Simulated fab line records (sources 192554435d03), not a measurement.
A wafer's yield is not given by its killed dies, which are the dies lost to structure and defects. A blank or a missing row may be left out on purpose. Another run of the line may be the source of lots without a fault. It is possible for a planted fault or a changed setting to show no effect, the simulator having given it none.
Comparing a struck lot with a sound one    flow n5 finfet    16 out of 1938 route steps
Sound: the wafers L294.2, L294.4, L294.5. Struck: wafer L306.6 (left out: L306.2, a lot-mate that was not struck); the cause follows at the end.
At each step with rows: each side's tool, then ch and its chambers, then its first start. Under that, the readings that differ: sound wafers    struck wafers    difference of the means    sigmas: that difference in standard deviations of wafers without a fault.
alike: readings with means less than 2 such deviations apart, plus words and numbers identical on both sides. not compared: withheld readings, readings lacking a value on some wafer, bounds such as >300 that could conceal the same value, and numbers that have no deviation in the record and whose values overlap.
A row with sigmas, a row that says differs or no value, or rows on one side alone: a step with any of these is where the two part. Non-overlapping numbers with no deviation appear without sigmas and do not part them. A reading that every wafer of one side lacks parts them only if that side has two wafers or more.

first, 2 steps without rows for these wafers: N5_FIN_CUT_PEB_06 (peb time 60 s); N5_FIN_CUT_DEVELOP_07 (develop time 30 s).
N5_FIN_CUT_CD_MEAS_08 targets a cd of 29.1 nm.
  sound on cd sem-02 ch 0, day 3 15:03; struck on cd sem-02 ch 0, day 6 15:10
  alike: cd nm
N5_FIN_CUT_OVL_MEAS_09:
  sound on overlay-01 ch 0, day 3 15:05; struck on overlay-02 ch 0, day 6 15:12
reading           sound        struck  difference  sigmas
FIN_CUT_OVL (nm)  1.3 0.4 1.7  -1.1    -2.2        -3
N5_FIN_CUT_INSPECT_10: inspects for defects (brightfield).
  struck on defect inspect-01, day 6 15:15; sound on defect inspect-01, day 3 15:08
  alike: raw defect count
N5_FIN_CUT_DESCUM_13: chemistry O2, time 7 s.
  sound on rie diel-04 ch 0,1, day 3 15:10; struck on rie diel-06 ch 3, day 6 15:34
reading                 sound              struck  difference  sigmas
throttle valve pct (%)  20.72 21.02 20.72  19.86   -0.96       -3
  alike: drypump motor current A, oes product au, rf vpp V, showerhead plenum p Torr
  not compared: rf hours counter h
N5_FIN_CUT_ETCH_30: etches underlayer in N2/H2, target depth 13 nm, time 10.4 s.
  sound on rie diel-04 ch 0,1, day 3 15:12; struck on rie diel-06 ch 3, day 6 15:37
reading                 sound              struck  difference  sigmas
throttle valve pct (%)  18.03 18.45 18.03  17.61   -0.56       -2
  alike: drypump motor current A, etch rf on time s, oes product au, rf vpp V, showerhead plenum p Torr
  not compared: rf hours counter h
N5_FIN_CUT_ETCH_20: etches SiARC in CF4, target depth 26 nm, time 43.3 s.
  sound on rie diel-04 ch 0,1, day 3 15:13; struck on rie diel-06 ch 3, day 6 15:38
reading                 sound              struck  difference  sigmas
throttle valve pct (%)  15.87 16.13 15.85  15.17   -0.78       -3
  alike: drypump motor current A, etch rf on time s, oes product au, rf vpp V, showerhead plenum p Torr
  not compared: rf hours counter h
N5_FIN_CUT_ETCH_21: etches SOC in N2/H2, target depth 219 nm, overetch 43.8 nm, time 523.5 s.
  sound on rie diel-04 ch 0,1, day 3 15:16; struck on rie diel-06 ch 3, day 6 15:40
  alike: drypump motor current A, oes product au, rf vpp V, run length s, showerhead plenum p Torr, throttle valve pct
  not compared: rf hours counter h
then, 3 steps without rows for these wafers: N5_FIN_CUT_STRIP_23 (strips in N2/H2); N5_FIN_CUT_STRIP_31 (strips in N2/H2); N5_FIN_CUT_STRIP_24 (strips in CF4).
N5_FIN_CUT_CUT_ETCH_26: etches SiNx in CH3F/O2, target depth 39 nm, time 55.7 s.
  sound on rie diel-04 ch 0,1, day 3 15:36; struck on rie diel-06 ch 3, day 6 16:01
reading                   sound              struck  difference  sigmas
run length s (s)          79.2 78.7 79.3     82.5    +3.4        +7
throttle valve pct (%)    16.66 16.87 16.65  15.96   -0.77       -3
model.etch.depth nm (nm)  39.28 38.43 38.86  40.16   +1.30       
  alike: drypump motor current A, oes product au, rf vpp V, showerhead plenum p Torr
  not compared: rf hours counter h
N5_FIN_CUT_CUT_ETCH_27: etches SiO2 in CHF3/O2, target depth 4 nm, overetch 2 nm, time 4.9 s.
  sound on rie diel-04 ch 0,1, day 3 15:39; struck on rie diel-06 ch 3, day 6 16:03
reading                 sound              struck  difference  sigmas
oes product au (a.u.)   0.60 0.56 0.60     0.72    +0.13       +2
throttle valve pct (%)  19.12 19.31 19.11  18.43   -0.75       -3
  alike: drypump motor current A, rf vpp V, showerhead plenum p Torr
  not compared: rf hours counter h
-- the record jumps here: 6 days lie between the struck wafers' starts before and after (it left off in module FIN_CUT and takes up again in module BEOL_M4, whose first step shown is number 1111 of the route) --
N5_BEOL_M4_RC_MEAS_101:
  sound on prober-02 ch 0, day 9 12:30; struck on prober-01 ch 0, day 12 09:45
  alike: DIBL_N, DIBL_P, IOFF_N, IOFF_P, ION_N, ION_P, SS_N, SS_P, VT_N, VT_P
-- record jumps: 5 days separate the struck wafers' starts on either side; left off in module BEOL_M4, taken up again in module PASSIVATION, whose first shown step is the route's number 1936 --
N5_PASSIVATION_PROBE_49:
  only the struck wafers here have rows in the record (prober-01, day 17 03:23); the sound ones have none

## WHERE THEY PART
At N5_FIN_CUT_OVL_MEAS_09 first; at N5_PASSIVATION_PROBE_49 last (within this record only).

WHY: what had been put in by the simulator
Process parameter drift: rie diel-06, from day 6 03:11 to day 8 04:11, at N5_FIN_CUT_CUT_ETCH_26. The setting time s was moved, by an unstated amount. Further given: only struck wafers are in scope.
